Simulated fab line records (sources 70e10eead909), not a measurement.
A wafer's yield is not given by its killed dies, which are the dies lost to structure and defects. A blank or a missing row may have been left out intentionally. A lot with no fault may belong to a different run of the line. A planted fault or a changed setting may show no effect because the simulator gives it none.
Which tool is to blame? | flow nand_harc | Sampling: 12 lots, 36 wafers, 2 of 1159 route steps

## WHAT THE GAUGES SHOWED, per wafer
NHARC_A_START_INSPECT_01.
lot  | measured     | on                | raw_defect_count
L075 | day 7 01:26  | defect_inspect-01 | 4 1 2
L077 | day 7 12:04  | defect_inspect-01 | 5 1 1
L079 | day 7 16:51  | defect_inspect-01 | 4 1 3
L081 | day 8 06:37  | defect_inspect-02 | 3 6 7
L083 | day 8 16:42  | defect_inspect-01 | 5 6 3
L087 | day 9 14:29  | defect_inspect-02 | 3 5 2
L085 | day 9 15:49  | defect_inspect-01 | 2 1 5
L088 | day 10 09:46 | defect_inspect-02 | 7 4 4
L090 | day 10 14:38 | defect_inspect-01 | 6 5 5
L094 | day 11 15:49 | defect_inspect-01 | 3 4 3
L095 | day 11 18:01 | defect_inspect-02 | 6 3 2
L097 | day 11 22:42 | defect_inspect-01 | 1 3 4

## WHAT TOOL EACH LOT RAN ON (gives the tool, then ch and the chambers of the sampled wafers, and finally the start)
lot  | NHARC_P_BONDPAD_ANNEAL_28
L075 | rtp_anneal-01 ch 0, day 7 00:05
L077 | rtp_anneal-01 ch 0, day 7 10:46
L079 | rtp_anneal-01 ch 0, day 7 15:31
L081 | rtp_anneal-02 ch 0, day 8 05:19
L083 | rtp_anneal-01 ch 0, day 8 15:25
L087 | rtp_anneal-01 ch 0, day 9 12:46
L085 | rtp_anneal-02 ch 0, day 9 14:25
L088 | rtp_anneal-02 ch 0, day 10 08:25
L090 | rtp_anneal-02 ch 0, day 10 13:21
L094 | rtp_anneal-01 ch 0, day 11 14:28
L095 | rtp_anneal-01 ch 0, day 11 16:40
L097 | rtp_anneal-02 ch 0, day 11 21:27
- NHARC_P_BONDPAD_ANNEAL_28: time 90 s.

## THE ANSWER, worked out from the rows above alone
Rule: usual is defined by the lots themselves. The widest of any qualifying gaps counts: lots, ordered by their means at a reading, are off when they make up no more than a third of the lots, leave a main group of 4 or more, and stand apart from it by 3 or more times the standard deviation of that group's means. A main group whose means are all the same, to the digits that the tables above print for the reading, isn't used. Also off: a lot with no number at a reading for which 4 or more lots have one. All remaining lots with rows at the step are treated as sound.
None of the lots is off at any reading shown; this tells nothing.

## WHAT WAS PUT IN BY THE SIMULATOR
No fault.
